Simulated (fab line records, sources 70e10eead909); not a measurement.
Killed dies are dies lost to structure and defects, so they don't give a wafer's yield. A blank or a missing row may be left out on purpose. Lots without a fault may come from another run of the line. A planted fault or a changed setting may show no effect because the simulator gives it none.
Problem report in the 8D (eight disciplines) form, filled by code | flow nand_harc | the parts of the form that need people (team, actions taken, sign-off) are left out

1. THE PROBLEM
killed_at_array at NHARC_END_SORT_01 reads a mean of 673 on 1 wafer of 1 lot; wafers without a fault read 25 with a standard deviation of 7.8. That is +83 standard deviations from the usual mean.
First seen on wafer L975.3, day 21 11:51, on prober-01. The record holds 3 wafers of 1 lot with a number at this step. Rule for "out", or "out of limits": more than 4 standard deviations from the usual mean. The other wafers with a number count as sound.

2. WHAT IT IS AND WHAT IT IS NOT
question                    | is                           | is not
which readings at this step | killed_at_array, killed_dies | killed_at_other, killed_at_periphery, killed_open, killed_short
which lots                  | L975                         | -
which wafers of those lots  | L975.3                       | L975.2, L975.5
read on which gauges        | prober-01                    | -
when                        | from day 21 11:51            | up to then (1 sound wafer); but 1 sound wafer of L975 came after

3. SUSPECTS, AND WHAT RULES EACH OUT
Counting: a tool at a process step up to the reading stays a suspect if it ran every lot that is out. Sound lots after the first of them don't rule it out here, since some wafers of a struck lot are sound.
- the gauge at NHARC_END_SORT_01: ruled out. All the wafers that are out were read on prober-01, but those of them that NHARC_A_STAIRCASE_ETCH_188 has rows for are out there too, on other tools.
- rie_diel-13 at NHARC_A_STAIRCASE_TRIM_20 (chemistry O2, time 211.2 s): kept. It ran the lot that is out, L975 (day 13 03:36).
- rie_diel-13 at NHARC_A_STAIRCASE_ETCH_23 (etches the open film in C4F8/O2, target depth 100 nm, time 40.5 s): kept. It ran the lot that is out, L975 (day 13 06:52). NHARC_A_STAIRCASE_ETCH_23 gives no start for some lots, so the hours and the order of its lots are those of NHARC_A_STAIRCASE_ETCH_188.
- rie_diel-07 at NHARC_A_STAIRCASE_ETCH_188 (etches the open film in C4F8/O2, target depth 100 nm, time 40.5 s): kept. It ran the lot that is out, L975 (day 13 06:52). Its own readings are out on those wafers: run_length_s.
- rie_diel-07 at NHARC_A_STAIRCASE_TRIM_193 (chemistry O2, time 211.2 s): kept. It ran the lot that is out, L975 (day 21 11:03). NHARC_A_STAIRCASE_TRIM_193 gives no start for some lots, so the hours and the order of its lots are those of NHARC_END_SORT_01.
- Within rie_diel-13 at NHARC_A_STAIRCASE_TRIM_20: the wafers that are out ran in chamber 1; their sound lot-mates ran in chambers 0, 3.
- Within rie_diel-13 at NHARC_A_STAIRCASE_ETCH_23: the wafers that are out ran in chamber 1; their sound lot-mates ran in chamber 3.
- Within rie_diel-07 at NHARC_A_STAIRCASE_ETCH_188: the wafers that are out ran in chamber 2; their sound lot-mates ran in chambers 0, 3.
- Within rie_diel-07 at NHARC_A_STAIRCASE_TRIM_193: the wafers that are out ran in chamber 2; their sound lot-mates ran in chambers 0, 1.
Left after counting: rie_diel-13 at NHARC_A_STAIRCASE_TRIM_20, rie_diel-13 at NHARC_A_STAIRCASE_ETCH_23, rie_diel-07 at NHARC_A_STAIRCASE_ETCH_188, rie_diel-07 at NHARC_A_STAIRCASE_TRIM_193.

4. THE CAUSE (what the simulator had put in)
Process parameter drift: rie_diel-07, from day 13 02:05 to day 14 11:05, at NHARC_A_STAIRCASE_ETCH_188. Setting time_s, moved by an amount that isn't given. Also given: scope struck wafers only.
Counting left 4 suspects, and this tool is among them.

5. THE CHAIN OF EFFECTS, in route order
Each row: a reading whose mean over the struck wafers that have a number lies more than 3 standard deviations from the usual. Only readings for which the record gives a usual standard deviation are gone through. hours: the time from each lot's start at the first step in this table that gives one to its start at this step, as a median over the lots. sigmas: the change in usual standard deviations.
hours | step                       | reading         | usual   | on struck wafers | change | sigmas
0     | NHARC_A_STAIRCASE_ETCH_188 | run_length_s    | 61.93 s | 49.37            | -12.56 | -45
197   | NHARC_END_SORT_01          | killed_at_array | 25      | 673              | +648   | +83
197   | NHARC_END_SORT_01          | killed_dies     | 29      | 677              | +648   | +79
The process steps in it:
- NHARC_A_STAIRCASE_ETCH_188: etches the open film in C4F8/O2, target depth 100 nm, time 40.5 s.
Readings that are blank on the struck wafers while sound wafers have them: bias_w at NHARC_A_STAIRCASE_ETCH_188.

6. WHAT WOULD HAVE CAUGHT IT SOONER
In this record the first reading out of limits at a measuring or inspecting step was taken at day 21 11:51, 202 hours after the fault began at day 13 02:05.
The tool's own readings at NHARC_A_STAIRCASE_ETCH_188 were out on every struck wafer that the step has a row for (run_length_s): an alarm limit on them would have fired on the first of those.
All the lots that are out (1) had begun NHARC_A_STAIRCASE_ETCH_188 on rie_diel-07 by day 21 11:51. A hold on the tool at that time would have spared none of them.
